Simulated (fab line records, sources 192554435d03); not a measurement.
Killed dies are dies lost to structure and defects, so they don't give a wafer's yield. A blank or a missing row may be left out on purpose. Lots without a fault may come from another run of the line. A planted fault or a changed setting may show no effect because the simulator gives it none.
fab line records | flow n5_finfet
record lots=5 wafers=15 last_day=18
route steps=1938 shown BEOL_M5@1170 BEOL_M6@1194
lots that met no fault: from a run of the same line without faults
start_h: hours from the record's first day to the start of the lot's first wafer shown | wait_h: hours since the lot's step before | " the same as in the row above | L1.1+2: a row that stands for several wafers | - no value, or no start given | * or withheld: withheld | < > ~ a bound
route shown NAME@n: a module of which the file shows steps, and the number in the route of the first | usual: mean/standard deviation of fault-free wafers | same: alike in all rows | chamber/n: place in a boat | sites: the reading at each site | _std_site: their standard deviation | _edge_site: outer sites' mean less inner sites' | radius_mm: how far each site lies from the wafer's centre | mask NAME#n: copy n | behind: the tool/chamber that last shaped the wafer | hold: why the lot was held/for how many hours/how that ended | device: the transistor (n, p or np) that didn't switch | end of line: the same wafers' tests at the end of the route | a step without rows: its recipe alone | killed: dies lost to structure and defects at the first sort, not the wafer's yield | map: a wafer's dies, x killed, . not, _ none there
set.NAME: the setting as run; set.NAME@STEP: as run at that earlier step | model.NAME: the simulator's own value behind a step, which no gauge read
lots at some steps of the route; a table a step, a row a wafer
services: from which hour (start_h, from the record's first day; less than 0 if before it) a tool's chamber was out of use, for how many hours, and why
## steps
# step N5_BEOL_M5_DEGAS_44
# recipe ambient=vacuum temp_c=250 time_s=60
# usual heater_power_w=341/37 susceptor_temp_C=250.01/0.2
# columns lot.wafer tool chamber start_h wait_h heater_power_w susceptor_temp_C
L078.2 pvd_sputter-01 - 225.96 0.5 377 249.91
L078.5 " - " " 367 249.90
L078.6 " - " " 377 250.02
L082.3 pvd_sputter-02 - 252.56 0.4 300 250.43
L082.4 " - " " 338 249.68
L082.5 " - " " 343 249.75
L085.2 pvd_sputter-01 - 281.52 0.4 320 250.09
L085.4 " - " " 391 249.96
L085.5 " - " " 320 249.97
L090.2 pvd_sputter-01 - 311.75 0.3 359 249.79
L090.4 " - " " 388 250.05
L090.6 " - " " 370 250.11
L094.3 pvd_sputter-03 - 334.26 0.5 312 250.17
L094.4 " - " " 320 250.14
L094.6 " - " " 354 250.04
# step N5_BEOL_M5_PRE_CLEAN_45
# recipe gas=H2/He time_s=30 temp_c=250
# usual heater_power_w=342/37 susceptor_temp_C=250.03/0.17
# columns lot.wafer tool chamber start_h wait_h heater_power_w susceptor_temp_C
L078.2 pvd_sputter-01 - 226.00 0.0 384 250.13
L078.5 " - " " 358 249.83
L078.6 " - " " 387 250.15
L082.3 pvd_sputter-02 - 252.60 0.0 301 249.90
L082.4 " - " " 355 250.24
L082.5 " - " " 330 250.20
L085.2 pvd_sputter-01 - 281.56 0.0 324 249.98
L085.4 " - " " 397 249.99
L085.5 " - " " 313 249.99
L090.2 pvd_sputter-01 - 311.79 0.0 363 249.95
L090.4 " - " " 387 250.21
L090.6 " - " " 370 250.09
L094.3 pvd_sputter-03 - 334.30 0.0 311 250.08
L094.4 " - " " 331 249.96
L094.6 " - " " 360 249.95
# step N5_BEOL_M5_ALD_86
# recipe material=TaN target_thk_a=* temp_c=275 ald_precursor_family=PDMAT ald_co_reactant=NH3 pressure_torr=3 carrier_flow_sccm=1500 pulse_time_s=2 purge_time_s=3 co_reactant_purge_time_s=2 co_reactant_pulse_time_s=3 ald_cycles=30 precursor_vessel_temp_c=75 precursor_vessel_pressure_torr=26.25 precursor_vessel_carrier_sccm=1000
# usual heater_power_w=398/46 precursor_vessel_carrier_sccm=1000.6/2.9 precursor_vessel_temp_c=75.02/0.13 susceptor_temp_C=275.02/0.18
# same purge_time_s=3
# columns lot.wafer tool chamber start_h wait_h heater_power_w precursor_vessel_carrier_sccm precursor_vessel_temp_c since_wet_clean_h susceptor_temp_C
L078.2 ald_metal-02 0 226.06 0.0 439 998.4 75.04 4504 275.17
L078.5 " 1 " " 401 999.4 75.21 - 274.91
L078.6 " 0 " " 443 1003.5 75.04 - 275.27
L082.3 ald_metal-02 1 252.68 0.1 414 1001.0 75.16 4531 275.01
L082.4 " 0 " " 422 1002.9 74.93 - 275.23
L082.5 " 1 " " 410 1002.8 75.05 - 275.00
L085.2 ald_metal-03 3 281.85 0.3 463 999.2 74.96 3022 275.06
L085.4 " 0 " " 502 999.6 75.14 3022 275.21
L085.5 " 0 " " 493 996.2 74.98 - 274.84
L090.2 ald_metal-02 0 311.96 0.1 442 1000.3 74.93 4590 275.12
L090.4 " 3 " " 368 996.8 75.01 4590 275.07
L090.6 " 3 " " 380 999.3 74.88 - 275.12
L094.3 ald_metal-03 2 334.37 0.0 434 999.8 74.98 3074 275.08
L094.4 " 1 " " 386 1004.0 75.33 3074 274.79
L094.6 " 3 " " 466 1003.6 75.22 - 275.23
# step N5_BEOL_M5_SURFACE_TREAT_87
# recipe gas=Ar time_s=* ion_energy_ev=* ion_current_ma_cm2=0.5 pressure_mtorr=* ar_flow_sccm=30
# usual throttle_valve_pct=*
# columns lot.wafer tool chamber start_h wait_h throttle_valve_pct
L078.2 pvd_sputter-02 - 226.80 0.6 *
L078.5 " - " " *
L078.6 " - " " *
L082.3 pvd_sputter-01 - 252.91 0.1 *
L082.4 " - " " *
L082.5 " - " " *
L085.2 pvd_sputter-02 - 283.06 1.1 *
L085.4 " - " " *
L085.5 " - " " *
L090.2 pvd_sputter-02 - 312.24 0.2 *
L090.4 " - " " *
L090.6 " - " " *
L094.3 pvd_sputter-02 - 334.65 0.2 *
L094.4 " - " " *
L094.6 " - " " *
# step N5_BEOL_M5_CVD_47
# recipe material=Co target_thk_a=30 temp_c=withheld precursor=CCTBA/H2 pressure_torr=30 time_s=216
# columns lot.wafer tool chamber start_h wait_h since_wet_clean_h
L078.2 cvd_co-01 1 226.88 0.1 90
L078.5 " 0 " " -
L078.6 " 2 " " -
L082.3 cvd_co-01 1 252.98 0.0 116
L082.4 " 0 " " -
L082.5 " 1 " " -
L085.2 cvd_co-02 2 283.12 0.0 365
L085.4 " 2 " " -
L085.5 " 0 " " -
L090.2 cvd_co-02 1 312.31 0.0 1291
L090.4 " 0 " " -
L090.6 " 1 " " -
L094.3 cvd_co-01 1 334.71 0.0 198
L094.4 " 1 " " -
L094.6 " 2 " " -
# step N5_BEOL_M5_SPUTTER_48
# recipe material=Cu target_thk_a=150 temp_c=-20 chamber_pressure_pa=0.07 power_w=withheld time_s=27.62
# usual susceptor_temp_C=-20.00/0.09 throttle_valve_pct=30.1/0.93
# columns lot.wafer tool chamber start_h wait_h susceptor_temp_C throttle_valve_pct
L078.2 pvd_sputter-02 - 227.26 0.3 -19.96 30.0
L078.5 " - " " -19.94 29.7
L078.6 " - " " -20.02 31.0
L082.3 pvd_sputter-02 - 253.14 0.1 -20.01 30.5
L082.4 " - " " -20.10 29.9
L082.5 " - " " -19.86 31.1
L085.2 pvd_sputter-02 - 283.28 0.1 -19.84 31.1
L085.4 " - " " -20.03 29.9
L085.5 " - " " -19.87 31.2
L090.2 pvd_sputter-02 - 312.48 0.1 -20.02 29.6
L090.4 " - " " -19.97 29.9
L090.6 " - " " -20.08 29.8
L094.3 pvd_sputter-01 - 334.88 0.1 -19.95 30.0
L094.4 " - " " -20.02 32.2
L094.6 " - " " -20.10 30.0
# step N5_BEOL_M5_ANNEAL_49
# recipe temp_c=400 time_s=1800 ambient=vacuum
# usual heater_power_w=862/110 susceptor_temp_C=399.98/0.24
# columns lot.wafer tool chamber start_h wait_h heater_power_w susceptor_temp_C
L078.2 pvd_sputter-02 - 227.34 0.0 732 399.99
L078.5 " - " " 1039 399.56
L078.6 " - " " 721 400.18
L082.3 pvd_sputter-02 - 253.22 0.0 852 399.83
L082.4 " - " " 723 400.27
L082.5 " - " " 735 399.86
L085.2 pvd_sputter-02 - 283.36 0.0 723 400.09
L085.4 " - " " 760 400.25
L085.5 " - " " 729 399.61
L090.2 pvd_sputter-02 - 312.56 0.0 726 400.04
L090.4 " - " " 1038 400.68
L090.6 " - " " 1063 400.15
L094.3 pvd_sputter-01 - 334.96 0.0 904 400.09
L094.4 " - " " 796 399.96
L094.6 " - " " 909 399.95
# step N5_BEOL_M5_SPUTTER_81
# recipe material=Cu target_thk_a=150 temp_c=-20 chamber_pressure_pa=0.07 power_w=withheld time_s=27.62
# usual susceptor_temp_C=-20.00/0.11 throttle_valve_pct=30.1/0.94
# columns lot.wafer tool chamber start_h wait_h susceptor_temp_C throttle_valve_pct
L078.2 pvd_sputter-02 - 228.35 0.5 -20.04 29.6
L078.5 " - " " -19.98 29.6
L078.6 " - " " -20.08 31.1
L082.3 pvd_sputter-02 - 254.23 0.5 -19.92 30.6
L082.4 " - " " -19.97 29.7
L082.5 " - " " -20.04 31.4
L085.2 pvd_sputter-02 - 284.36 0.5 -20.07 31.3
L085.4 " - " " -19.92 29.5
L085.5 " - " " -20.05 31.3
L090.2 pvd_sputter-02 - 313.57 0.5 -19.79 29.4
L090.4 " - " " -19.68 29.8
L090.6 " - " " -19.87 29.7
L094.3 pvd_sputter-01 - 335.97 0.5 -20.09 29.9
L094.4 " - " " -19.93 32.0
L094.6 " - " " -19.94 30.0
# step N5_BEOL_M5_ANNEAL_82
# recipe temp_c=400 time_s=1800 ambient=vacuum
# usual heater_power_w=862/100 susceptor_temp_C=400.03/0.23
# columns lot.wafer tool chamber start_h wait_h heater_power_w susceptor_temp_C
L078.2 pvd_sputter-02 - 228.43 0.0 733 400.13
L078.5 " - " " 1032 399.63
L078.6 " - " " 718 399.89
L082.3 pvd_sputter-02 - 254.31 0.0 853 400.34
L082.4 " - " " 742 399.85
L082.5 " - " " 699 399.79
L085.2 pvd_sputter-02 - 284.44 0.0 737 400.11
L085.4 " - " " 727 400.42
L085.5 " - " " 718 400.13
L090.2 pvd_sputter-02 - 313.65 0.0 755 400.34
L090.4 " - " " 1043 400.10
L090.6 " - " " 1046 400.01
L094.3 pvd_sputter-01 - 336.05 0.0 903 399.98
L094.4 " - " " 807 400.05
L094.6 " - " " 898 400.10
# step N5_BEOL_M5_SPUTTER_83
# recipe material=Cu target_thk_a=150 temp_c=-20 chamber_pressure_pa=0.07 power_w=withheld time_s=27.62
# usual susceptor_temp_C=-19.98/0.1 throttle_valve_pct=30.1/0.94
# columns lot.wafer tool chamber start_h wait_h susceptor_temp_C throttle_valve_pct
L078.2 pvd_sputter-02 - 229.44 0.5 -19.84 29.6
L078.5 " - " " -19.87 29.8
L078.6 " - " " -19.94 31.0
L082.3 pvd_sputter-02 - 255.31 0.5 -20.16 30.2
L082.4 " - " " -20.01 29.7
L082.5 " - " " -20.04 31.1
L085.2 pvd_sputter-02 - 285.45 0.5 -19.87 30.9
L085.4 " - " " -19.92 29.6
L085.5 " - " " -19.88 31.1
L090.2 pvd_sputter-02 - 314.66 0.5 -19.97 29.7
L090.4 " - " " -20.09 29.8
L090.6 " - " " -20.09 29.8
L094.3 pvd_sputter-01 - 337.05 0.5 -19.99 30.3
L094.4 " - " " -20.00 32.0
L094.6 " - " " -20.08 30.2
# step N5_BEOL_M5_ANNEAL_84
# recipe temp_c=400 time_s=1800 ambient=vacuum
# usual heater_power_w=860/110 susceptor_temp_C=399.99/0.21
# columns lot.wafer tool chamber start_h wait_h heater_power_w susceptor_temp_C
L078.2 pvd_sputter-02 - 229.52 0.0 735 400.20
L078.5 " - " " 1029 399.67
L078.6 " - " " 726 400.05
L082.3 pvd_sputter-02 - 255.39 0.0 870 400.06
L082.4 " - " " 720 399.77
L082.5 " - " " 740 399.79
L085.2 pvd_sputter-02 - 285.53 0.0 720 399.93
L085.4 " - " " 724 400.16
L085.5 " - " " 724 399.71
L090.2 pvd_sputter-02 - 314.74 0.0 738 399.58
L090.4 " - " " 1066 400.26
L090.6 " - " " 1049 399.99
L094.3 pvd_sputter-01 - 337.13 0.0 876 400.30
L094.4 " - " " 785 400.45
L094.6 " - " " 924 400.19
# step N5_BEOL_M5_SPUTTER_88
# recipe material=Cu target_thk_a=150 temp_c=-20 chamber_pressure_pa=0.07 power_w=withheld time_s=27.62
# usual susceptor_temp_C=-20.01/0.1 throttle_valve_pct=30.1/0.97
# columns lot.wafer tool chamber start_h wait_h susceptor_temp_C throttle_valve_pct
L078.2 pvd_sputter-02 - 230.52 0.5 -20.10 29.7
L078.5 " - " " -20.14 30.0
L078.6 " - " " -19.94 31.2
L082.3 pvd_sputter-02 - 256.40 0.5 -20.04 30.9
L082.4 " - " " -20.09 29.7
L082.5 " - " " -20.03 31.4
L085.2 pvd_sputter-02 - 286.54 0.5 -19.99 31.1
L085.4 " - " " -20.09 29.6
L085.5 " - " " -19.98 31.2
L090.2 pvd_sputter-02 - 315.74 0.5 -19.90 29.6
L090.4 " - " " -19.88 29.7
L090.6 " - " " -20.12 29.3
L094.3 pvd_sputter-01 - 338.14 0.5 -20.00 30.1
L094.4 " - " " -20.08 31.8
L094.6 " - " " -19.94 30.1
# step N5_BEOL_M5_ANNEAL_89
# recipe temp_c=400 time_s=1800 ambient=vacuum
# usual heater_power_w=863/110 susceptor_temp_C=399.99/0.2
# columns lot.wafer tool chamber start_h wait_h heater_power_w susceptor_temp_C
L078.2 pvd_sputter-02 - 230.60 0.0 741 400.30
L078.5 " - " " 1033 399.76
L078.6 " - " " 749 399.97
L082.3 pvd_sputter-02 - 256.48 0.0 863 400.13
L082.4 " - " " 731 399.86
L082.5 " - " " 714 400.17
L085.2 pvd_sputter-02 - 286.62 0.0 717 400.18
L085.4 " - " " 728 400.42
L085.5 " - " " 718 399.79
L090.2 pvd_sputter-02 - 315.82 0.0 732 399.90
L090.4 " - " " 1050 399.82
L090.6 " - " " 1041 399.82
L094.3 pvd_sputter-01 - 338.22 0.0 910 399.87
L094.4 " - " " 810 400.29
L094.6 " - " " 897 400.10
# step N5_BEOL_M5_SPUTTER_90
# recipe material=Cu target_thk_a=45 temp_c=-20 chamber_pressure_pa=0.07 power_w=withheld time_s=8.29
# usual susceptor_temp_C=-19.98/0.093 throttle_valve_pct=30.1/0.93
# columns lot.wafer tool chamber start_h wait_h susceptor_temp_C throttle_valve_pct
L078.2 pvd_sputter-02 - 231.61 0.5 -19.95 29.5
L078.5 " - " " -20.00 29.6
L078.6 " - " " -19.79 31.3
L082.3 pvd_sputter-02 - 257.49 0.5 -19.97 30.7
L082.4 " - " " -19.92 29.7
L082.5 " - " " -19.91 31.3
L085.2 pvd_sputter-02 - 287.62 0.5 -20.01 31.1
L085.4 " - " " -19.93 29.7
L085.5 " - " " -19.94 31.2
L090.2 pvd_sputter-02 - 316.83 0.5 -19.96 29.8
L090.4 " - " " -20.11 29.7
L090.6 " - " " -20.07 29.7
L094.3 pvd_sputter-01 - 339.23 0.5 -19.93 30.0
L094.4 " - " " -19.85 31.9
L094.6 " - " " -19.84 30.2
# step N5_BEOL_M5_ECD_50
# recipe material=Cu target_thk_a=3000
# columns lot.wafer tool chamber start_h wait_h
L078.2+5+6 ecd_cu-01 0,0,1 231.73 0.1
L082.3+4+5 ecd_cu-01 0,1,1 257.62 0.1
L085.2+4+5 ecd_cu-01 1 287.74 0.1
L090.2+4+6 ecd_cu-01 1 317.02 0.1
L094.3+4+6 ecd_cu-02 0,1,0 339.36 0.1
# step N5_BEOL_M5_ANNEAL_51
# recipe temp_c=225 time_s=90 ambient=N2
# usual wafer_temp_C_max=226.22/0.28
# columns lot.wafer tool chamber start_h wait_h wafer_temp_C_max
L078.2 rtp_anneal-02 0 232.25 0.5 226.13
L078.5 " 0 " " 226.25
L078.6 " 0 " " 226.49
L082.3 rtp_anneal-02 0 257.78 0.1 225.91
L082.4 " 0 " " 226.28
L082.5 " 0 " " 226.12
L085.2 rtp_anneal-02 0 287.87 0.1 226.19
L085.4 " 0 " " 226.29
L085.5 " 0 " " 226.30
L090.2 rtp_anneal-02 0 317.37 0.3 225.81
L090.4 " 0 " " 225.93
L090.6 " 0 " " 225.94
L094.3 rtp_anneal-01 0 339.82 0.4 226.36
L094.4 " 0 " " 226.56
L094.6 " 0 " " 226.74
# step N5_BEOL_M5_CMP_52
# recipe stop_on=SiCOH_lowk t_overpolish_s=6.9 down_force_psi=1 platen_rpm=50 clearing_platen_down_force_psi=1.5 clearing_platen_rpm=50 post_cmp_clean=cu_alkaline target_thk_nm=62 clearing_platen_pad_velocity_m_s=0.99484 pad_velocity_m_s=0.99484
# usual barrier_field_endpoint_s=24.4/0.57 motor_current_A=6.0/0.53 overpolish_run_s=6.899/0.0092 time_to_endpoint_s=61.5/2.4
# columns lot.wafer tool chamber start_h wait_h barrier_field_endpoint_s motor_current_A overpolish_run_s time_to_endpoint_s
L078.2 cmp-02 2 232.65 0.3 23.8 5.8 6.899 61.6
L078.6 " 2 " " 24.9 6.0 6.905 62.8
L078.5 " 3 " " 24.5 6.1 6.895 59.3
L082.3 cmp-01 3 258.06 0.2 25.6 5.5 6.893 63.4
L082.4 " 0 " " 23.7 7.6 6.885 56.3
L082.5 " 2 " " 25.0 5.5 6.894 60.4
L085.4 cmp-02 2 288.20 0.2 24.7 5.8 6.902 67.0
L085.2 " 3 " " 24.4 6.4 6.902 63.7
L085.5 " 0 " " 23.8 5.1 6.894 60.1
L090.2 cmp-02 3 317.70 0.3 24.8 6.1 6.898 64.5
L090.4 " 0 " " 23.9 5.3 6.900 60.9
L090.6 " 2 " " 25.1 5.7 6.908 62.5
L094.4 cmp-01 2 340.07 0.2 24.0 5.7 6.902 64.1
L094.3 " 1 " " 23.8 6.3 6.900 62.6
L094.6 " 2 " " 24.7 5.5 6.888 63.2
# step N5_BEOL_M5_THK_MEAS_53
# recipe thk_meas_gauge=xrf reads=Cu_of_BEOL_M5_ECD_50
# usual M5_THK=61.0/1.8
# columns lot.wafer tool chamber start_h wait_h M5_THK[nm]
L078.2 film_metro-02 - 232.94 - 61.9
L078.5 " - " " 60.3
L078.6 " - " " 58.7
L082.3 film_metro-02 - 258.28 - 61.4
L082.4 " - " " 59.9
L082.5 " - " " 61.5
L085.2 film_metro-02 - 288.42 - 59.2
L085.4 " - " " 61.4
L085.5 " - " " 59.1
L090.2 film_metro-02 - 317.92 - 63.8
L090.4 " - " " 58.6
L090.6 " - " " 63.8
L094.3 film_metro-01 - 340.36 - 63.9
L094.4 " - " " 62.9
L094.6 " - " " 65.1
# step N5_BEOL_M5_PRE_CLEAN_77
# recipe gas=NH3/H2 time_s=15 temp_c=* rf_power_w=300
# usual heater_power_w=93/26 susceptor_temp_C=*
# columns lot.wafer tool chamber start_h wait_h heater_power_w since_wet_clean_h susceptor_temp_C
L078.2 cvd_co-01 1 232.98 0.0 145 96 *
L078.5 " 0 " " 74 - *
L078.6 " 2 " " 78 - *
L082.3 cvd_co-01 0 258.32 0.0 73 1018 *
L082.4 " 1 " " 145 - *
L082.5 " 0 " " 71 - *
L085.2 cvd_co-02 2 288.46 0.0 77 370 *
L085.4 " 0 " " 97 - *
L085.5 " 2 " " 77 - *
L090.2 cvd_co-01 2 317.95 0.0 79 612 *
L090.4 " 2 " " 78 - *
L090.6 " 1 " " 148 - *
L094.3 cvd_co-01 2 340.40 0.0 79 635 *
L094.4 " 2 " " 78 - *
L094.6 " 0 " " 74 - *
# step N5_BEOL_M5_CO_CAP_78
# recipe material=Co target_thk_a=20 temp_c=200 precursor=CCTBA/H2 pressure_torr=30 time_s=102.1
# usual heater_power_w=246/33 susceptor_temp_C=200.01/0.16
# columns lot.wafer tool chamber start_h wait_h heater_power_w since_wet_clean_h susceptor_temp_C
L078.2 cvd_co-01 1 233.02 0.0 307 96 199.80
L078.5 " 0 " " 222 - 200.00
L078.6 " 2 " " 229 - 199.96
L082.3 cvd_co-01 0 258.36 0.0 220 1018 199.97
L082.4 " 1 " " 305 - 199.89
L082.5 " 0 " " 220 - 199.97
L085.2 cvd_co-02 2 288.50 0.0 232 371 199.95
L085.4 " 0 " " 246 - 199.99
L085.5 " 2 " " 225 - 199.96
L090.2 cvd_co-01 2 317.99 0.0 224 612 200.26
L090.4 " 2 " " 231 - 200.05
L090.6 " 1 " " 317 - 200.31
L094.3 cvd_co-01 2 340.44 0.0 226 635 199.96
L094.4 " 2 " " 227 - 199.76
L094.6 " 0 " " 222 - 199.81
# step N5_BEOL_M5_PRE_CLEAN_55
# recipe gas=NH3 time_s=15 temp_c=withheld rf_power_w=300
# columns lot.wafer tool chamber start_h wait_h since_wet_clean_h
L078.2 pecvd-01 0 233.11 0.1 756
L078.5 " 0 " " -
L078.6 " 1 " " -
L082.3 pecvd-02 0 258.45 0.1 1325
L082.4 " 0 " " -
L082.5 " 1 " " -
L085.2 pecvd-02 1 288.59 0.1 2080
L085.4 " 0 " " -
L085.5 " 2 " " -
L090.2 pecvd-01 1 318.08 0.1 1566
L090.4 " 0 " " -
L090.6 " 1 " " -
L094.3 pecvd-02 1 340.53 0.1 2132
L094.4 " 0 " " -
L094.6 " 1 " " -
# step N5_BEOL_M5_DEP_56
# recipe material=SiCN target_thk_a=80 temp_c=withheld precursor=3MS/NH3 pressure_torr=3 rf_w=202 time_s=14
# usual showerhead_plenum_p_Torr=3.665/0.011 throttle_valve_pct=9.3/0.41
# columns lot.wafer tool chamber start_h wait_h showerhead_plenum_p_Torr since_wet_clean_h throttle_valve_pct
L078.2 pecvd-01 0 233.15 0.0 3.662 756 9.8
L078.5 " 0 " " 3.663 - 9.4
L078.6 " 1 " " 3.674 - 9.0
L082.3 pecvd-02 0 258.47 0.0 3.657 1325 9.4
L082.4 " 0 " " 3.651 - 9.2
L082.5 " 1 " " 3.655 - 8.8
L085.2 pecvd-02 1 288.61 0.0 3.662 2080 9.1
L085.4 " 0 " " 3.658 - 9.3
L085.5 " 2 " " 3.661 - 8.3
L090.2 pecvd-01 1 318.11 0.0 3.687 1566 9.1
L090.4 " 0 " " 3.666 - 9.5
L090.6 " 1 " " 3.677 - 9.0
L094.3 pecvd-02 1 340.55 0.0 3.655 2132 8.9
L094.4 " 0 " " 3.655 - 9.4
L094.6 " 1 " " 3.667 - 8.9
# step N5_BEOL_M5_RS_MEAS_57
# recipe thk_meas_gauge=four-point-probe reads=Co_of_BEOL_M5_CO_CAP_78+Cu_of_BEOL_M5_ECD_50+Co_of_BEOL_M5_CVD_47+TaN_of_BEOL_M5_ALD_86
# usual M5_RS=0.391/0.013
# columns lot.wafer tool chamber start_h wait_h M5_RS[ohm/sq]
L078.2 film_metro-01 - 233.23 0.1 0.379
L078.5 " - " " 0.391
L078.6 " - " " 0.406
L082.3 film_metro-02 - 258.54 0.1 0.383
L082.4 " - " " 0.398
L082.5 " - " " 0.384
L085.2 film_metro-02 - 288.68 0.1 0.405
L085.4 " - " " 0.392
L085.5 " - " " 0.405
L090.2 film_metro-01 - 318.18 0.1 0.367
L090.4 " - " " 0.407
L090.6 " - " " 0.366
L094.3 film_metro-01 - 340.62 0.1 0.376
L094.4 " - " " 0.384
L094.6 " - " " 0.369
# step N5_BEOL_M5_INSPECT_58
# recipe inspect_instrument=darkfield mode=post_dep
# usual raw_defect_count=78/29
# columns lot.wafer tool chamber start_h wait_h raw_defect_count
L078.2 defect_inspect-01 - 233.26 0.0 74
L078.5 " - " " 76
L078.6 " - " " 74
L082.3 defect_inspect-01 - 258.57 0.0 44
L082.4 " - " " 80
L082.5 " - " " 77
L085.2 defect_inspect-02 - 288.70 0.0 81
L085.4 " - " " 130
L085.5 " - " " 132
L090.2 defect_inspect-02 - 318.20 0.0 83
L090.4 " - " " 82
L090.6 " - " " 59
L094.3 defect_inspect-02 - 340.65 0.0 59
L094.4 " - " " 70
L094.6 " - " " 55
# step N5_BEOL_M6_ILD_DEP_00
# recipe material=SiCOH_lowk target_thk_a=1797.5 temp_c=300 precursor=DEMS/porogen pressure_torr=5 rf_w=500 time_s=33.4
# usual heater_power_w=311/36 showerhead_plenum_p_Torr=5.741/0.017 susceptor_temp_C=299.99/0.21 throttle_valve_pct=14.1/0.61
# columns lot.wafer tool chamber start_h wait_h heater_power_w showerhead_plenum_p_Torr since_wet_clean_h susceptor_temp_C throttle_valve_pct
L078.2 pecvd-04 1 233.29 0.0 299 5.761 1843 299.69 14.4
L078.5 " 1 " " 304 5.753 - 299.97 14.4
L078.6 " 0 " " 267 5.737 - 299.93 15.0
L082.3 pecvd-04 1 258.62 0.1 305 5.762 - 300.14 14.5
L082.4 " 2 " " 363 5.729 - 299.94 13.3
L082.5 " 2 " " 280 5.704 - 299.76 13.3
L085.2 pecvd-01 2 288.74 0.0 289 5.722 23 299.92 14.0
L085.4 " 2 " " 292 5.708 - 300.14 13.9
L085.5 " 1 " " 357 5.762 - 300.34 14.0
L090.2 pecvd-02 0 318.24 0.0 330 5.749 1385 300.40 14.4
L090.4 " 0 " " 324 5.728 - 300.25 14.4
L090.6 " 1 " " 271 5.733 - 300.34 13.8
L094.3 pecvd-04 2 340.68 0.0 331 5.716 472 299.91 13.6
L094.4 " 1 " " 260 5.759 - 300.11 14.3
L094.6 " 0 " " 254 5.756 - 300.12 15.1
# step N5_BEOL_M6_CURE_74
# recipe temp_c=385 time_s=240 ambient=He/Ar material=SiCOH_lowk
# usual lamp_power_pct=52.31/0.052 wafer_temp_C_max=386.8/0.73
# columns lot.wafer tool chamber start_h wait_h lamp_power_pct wafer_temp_C_max
L078.2 uv_cure-01 0 233.44 0.1 52.25 387.7
L078.5 " 0 " " 52.26 387.3
L078.6 " 0 " " 52.29 386.9
L082.3 uv_cure-03 1 259.01 0.4 52.45 386.2
L082.4 " 1 " " 52.39 386.6
L082.5 " 1 " " 52.28 386.0
L085.2 uv_cure-03 2 288.97 0.2 52.23 386.3
L085.4 " 2 " " 52.33 385.8
L085.5 " 2 " " 52.25 385.9
L090.2 uv_cure-02 0 318.38 0.1 52.33 387.2
L090.4 " 0 " " 52.37 386.5
L090.6 " 0 " " 52.26 386.5
L094.3 uv_cure-02 2 340.91 0.2 52.20 386.5
L094.4 " 2 " " 52.30 386.1
L094.6 " 2 " " 52.28 386.2
# step N5_BEOL_M6_THK_MEAS_01
# recipe reads=SiCOH_lowk_of_BEOL_M6_ILD_DEP_00
# usual M6_ILD_THK=155.7/2
# columns lot.wafer tool chamber start_h wait_h M6_ILD_THK[nm]
L078.2 film_metro-02 - 233.87 0.4 156.5
L078.5 " - " " 160.3
L078.6 " - " " 155.3
L082.3 film_metro-02 - 259.68 0.5 157.5
L082.4 " - " " 156.8
L082.5 " - " " 157.4
L085.2 film_metro-01 - 289.80 0.7 153.3
L085.4 " - " " 157.7
L085.5 " - " " 155.3
L090.2 film_metro-01 - 318.82 0.4 158.2
L090.4 " - " " 158.4
L090.6 " - " " 157.5
L094.3 film_metro-02 - 341.26 0.3 155.0
L094.4 " - " " 157.9
L094.6 " - " " 155.0
# step N5_BEOL_M6_PECVD_70
# recipe material=SiO2 target_thk_a=200 temp_c=400 precursor=TEOS/O2 pressure_torr=5.5 rf_w=450 teos_flow_sccm=53.8 gas=O2 flow_sccm=3000 time_s=22.7
# usual heater_power_w=718/60 showerhead_plenum_p_Torr=8.78/0.064 susceptor_temp_C=399.99/0.23 throttle_valve_pct=22.8/1
# columns lot.wafer tool chamber start_h wait_h heater_power_w showerhead_plenum_p_Torr since_wet_clean_h susceptor_temp_C throttle_valve_pct
L078.2 pecvd-04 2 233.91 0.0 775 8.70 365 399.95 21.3
L078.5 " 1 " " 603 8.85 - 400.05 23.3
L078.6 " 0 " " 635 8.89 - 400.14 24.0
L082.3 pecvd-01 0 259.74 0.1 673 8.77 - 400.02 24.0
L082.4 " 1 " " 776 8.86 - 399.89 22.5
L082.5 " 0 " " 675 8.76 - 399.62 24.1
L085.2 pecvd-01 1 289.84 0.0 736 8.88 1537 399.67 22.8
L085.4 " 1 " " 751 8.85 - 399.85 22.6
L085.5 " 0 " " 712 8.78 - 399.63 24.1
L090.2 pecvd-04 2 318.85 0.0 781 8.69 450 399.53 21.7
L090.4 " 0 " " 661 8.88 - 399.70 24.0
L090.6 " 1 " " 637 8.85 - 399.79 23.1
L094.3 pecvd-01 1 341.30 0.0 849 8.86 1589 399.28 22.5
L094.4 " 0 " " 716 8.77 - 400.35 24.2
L094.6 " 1 " " 839 8.87 - 399.53 22.9
# step N5_BEOL_M6_HM_DEP_02
# recipe material=TiN target_thk_a=200 temp_c=25 chamber_pressure_pa=0.49996
# usual susceptor_temp_C=25.00/0.11 throttle_valve_pct=29.9/0.96
# columns lot.wafer tool chamber start_h wait_h susceptor_temp_C throttle_valve_pct
L078.2 pvd_sputter-03 - 234.75 0.8 25.00 30.1
L078.5 " - " " 25.02 31.0
L078.6 " - " " 24.94 29.9
L082.3 pvd_sputter-01 - 260.78 1.0 24.92 30.1
L082.4 " - " " 24.92 29.4
L082.5 " - " " 25.08 31.7
L085.2 pvd_sputter-02 - 290.96 1.1 25.12 29.8
L085.4 " - " " 24.95 31.3
L085.5 " - " " 24.99 29.6
L090.2 pvd_sputter-03 - 319.77 0.9 24.87 29.9
L090.4 " - " " 24.90 31.0
L090.6 " - " " 25.02 28.3
L094.3 pvd_sputter-03 - 342.27 0.9 25.05 30.9
L094.4 " - " " 24.95 28.3
L094.6 " - " " 25.09 29.9
## services
# columns tool chamber start_h hours kind
pecvd-04 - 203.08 1.3 repair
pecvd-01 2 215.87 20.5 repair
cmp-01 - 232.11 4.0 pm
cmp-02 - 233.10 2.4 repair
pecvd-02 1 233.21 2.1 scheduled_down
pecvd-01 2 236.42 - clean
pecvd-01 2 236.42 - consumable_replace:showerhead
pecvd-01 2 236.42 29.0 scheduled_down
pecvd-01 2 236.42 29.0 vent_cycle
cmp-02 - 237.39 0.2 repair
ald_metal-03 - 241.33 28.1 pm
ald_metal-02 3 248.53 27.0 repair
pecvd-04 0 256.02 5.2 repair
uv_cure-02 - 260.18 6.9 repair
pecvd-02 0 273.00 5.5 scheduled_down
ecd_cu-02 - 275.36 2.4 repair
cmp-01 - 275.76 1.8 repair
ecd_cu-02 - 292.19 3.8 repair
pecvd-04 2 301.00 2.5 repair
cmp-02 - 326.12 3.4 repair
uv_cure-01 - 329.99 7.1 pm
cmp-01 - 331.94 3.6 pm
pecvd-02 - 337.78 0.8 pm
cmp-02 - 339.88 4.0 pm
## key
fault none
